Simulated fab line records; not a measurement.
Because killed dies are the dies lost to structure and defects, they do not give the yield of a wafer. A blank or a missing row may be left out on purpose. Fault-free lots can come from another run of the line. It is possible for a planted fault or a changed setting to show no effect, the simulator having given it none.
Matching of chambers + flow nand harc + 4 sister chambers for NHARC_P_GATE_DESCUM_13 on rie diel-05
The step chemistry O2, time 3 s. 4 wafers are shown with their chamber, then 7 later ones without.

## WAFERS WITH THEIR CHAMBER
| wafer  | chamber | showerhead plenum p Torr (Torr) |
|--------|---------|---------------------------------|
| L079.6 | 1       | 1.98                            |
| L083.2 | 0       | 1.86                            |
| L088.2 | 2       | 1.99                            |
| L088.4 | 3       | 1.95                            |

## WAFERS WHOSE CHAMBER IS MISSING
| wafer  | showerhead plenum p Torr (Torr) |
|--------|---------------------------------|
| L088.5 | 1.99                            |
| L091.1 | 1.95                            |
| L091.5 | 1.86                            |
| L091.6 | 1.96                            |
| L094.4 | 1.98                            |
| L094.5 | 1.86                            |
| L094.6 | 1.95                            |

## EACH ONE'S CHAMBER
| wafer  | from the rows above | in truth |
|--------|---------------------|----------|
| L088.5 | 2                   | 2        |
| L091.1 | 3                   | 3        |
| L091.5 | 0                   | 0        |
| L091.6 | 3                   | 3        |
| L094.4 | 1                   | 1        |
| L094.5 | 0                   | 0        |
| L094.6 | 3                   | 3        |
7 of 7 placed correctly. Can't be placed from these rows: 0. Number placed wrongly: 0.
How it was worked out, from the rows above alone: a wafer's distance from a chamber is the root of the sum, over the readings, of the square of ((its reading less the chamber's mean) divided by the reading's scatter). The wafer belongs to the nearest chamber; if the next one is less than 2 further off, it can't be placed. Each chamber's mean is taken over the wafers shown for it. The scatter (one wafer shown for each chamber): square how far every hidden wafer sits from the nearest shown wafer, average those squares and take the square root.
